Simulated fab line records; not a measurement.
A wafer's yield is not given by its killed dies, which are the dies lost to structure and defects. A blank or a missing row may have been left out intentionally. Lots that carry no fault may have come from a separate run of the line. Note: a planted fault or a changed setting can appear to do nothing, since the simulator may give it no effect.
Problem report, 8D (eight disciplines) form, completed by code / flow nand-harc / the parts of the form that need people (team, actions taken, sign-off) are left out

1. WHAT IS WRONG
oes-product-au at NHARC_THIN_TSV_ETCH_36 reads a mean of 0.817 a.u. on 2 wafers of 1 lot; wafers without a fault read 1.004 a.u. with a standard deviation of 0.015. Measured from the usual mean, that is -12 standard deviations.
The step: etches the open film in Cl2/BCl3, target depth 65 nm, time 18.571 s.
First seen on wafer L998.2, day 27 01:04, on rie-metal-03. At this step, 39 wafers from 13 lots have a number in the record. Rule for "out" (also "out of limits"): further than 4 standard deviations from the usual mean. The rest of the wafers with a number are treated as sound.

2. WHAT IT IS, WHAT IT ISN'T
question=which readings at this step | is=oes-product-au | is not=drypump-motor-current-A
question=which lots | is=L998 | is not=L106, L107, L108, L109, L110, L111, L112, L114, L993, L994, L995, L996
question=which wafers of those lots | is=L998.2, L998.5 | is not=L998.1
question=read on which tools | is=rie-metal-03 | is not=rie-metal-01, rie-metal-02
question=when | is=from day 27 01:04 | is not=up to then (13 sound wafers); but 24 sound wafers of L106, L107, L108, L109, L110, L111, L112, L114 came after

3. THE SUSPECTS, EACH WITH WHAT RULES IT OUT
Counting: if a tool at a process step up to the reading ran every lot that is out, it stays a suspect. Sound lots after the first of them don't rule it out here, since some wafers of a struck lot are sound.
- rtp-anneal-02 at NHARC_THIN_TSV_ANNEAL_52 (time 90 s): kept. It processed L998, the lot that is out, at day 26 22:21, and its most recent sound lot before then was L994 at day 25 06:35.
- rie-metal-03 at NHARC_THIN_TSV_ETCH_36 (etches the open film in Cl2/BCl3, target depth 65 nm, time 18.571 s): kept. It processed L998, the lot that is out, at day 27 01:04, and its most recent sound lot before then was L996 at day 26 08:16. On those wafers its own readings are out: oes-product-au.
Left after counting: rtp-anneal-02 at NHARC_THIN_TSV_ANNEAL_52, rie-metal-03 at NHARC_THIN_TSV_ETCH_36.

4. THE CAUSE (what the simulator had put in)
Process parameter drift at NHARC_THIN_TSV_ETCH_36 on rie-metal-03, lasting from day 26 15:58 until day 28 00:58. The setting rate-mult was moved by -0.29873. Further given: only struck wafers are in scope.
Counting leaves 2 suspects; this tool is one of them.

5. SEQUENCE OF EFFECTS, ordered by route
Each row: a reading where the mean over the struck wafers with a number is more than 3 standard deviations away from the usual. Readings are gone through only where the record gives a usual standard deviation; hours: the median, over the lots, of the time from a lot's start at the first step in this table giving one to that lot's start at this step; sigmas: the change measured in usual standard deviations.
hours=0; step=NHARC_THIN_TSV_ETCH_36; reading=oes-product-au; usual=1.004 a.u.; on struck wafers=0.817; change=-0.188; sigmas=-12
The process steps in it:
- NHARC_THIN_TSV_ETCH_36: etches the open film in Cl2/BCl3, target depth 65 nm, time 18.571 s.

6. HOW IT WOULD HAVE BEEN CAUGHT EARLIER
The fault began at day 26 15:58; the first out-of-limits reading in this record came at day 27 01:04, 9 hours later.
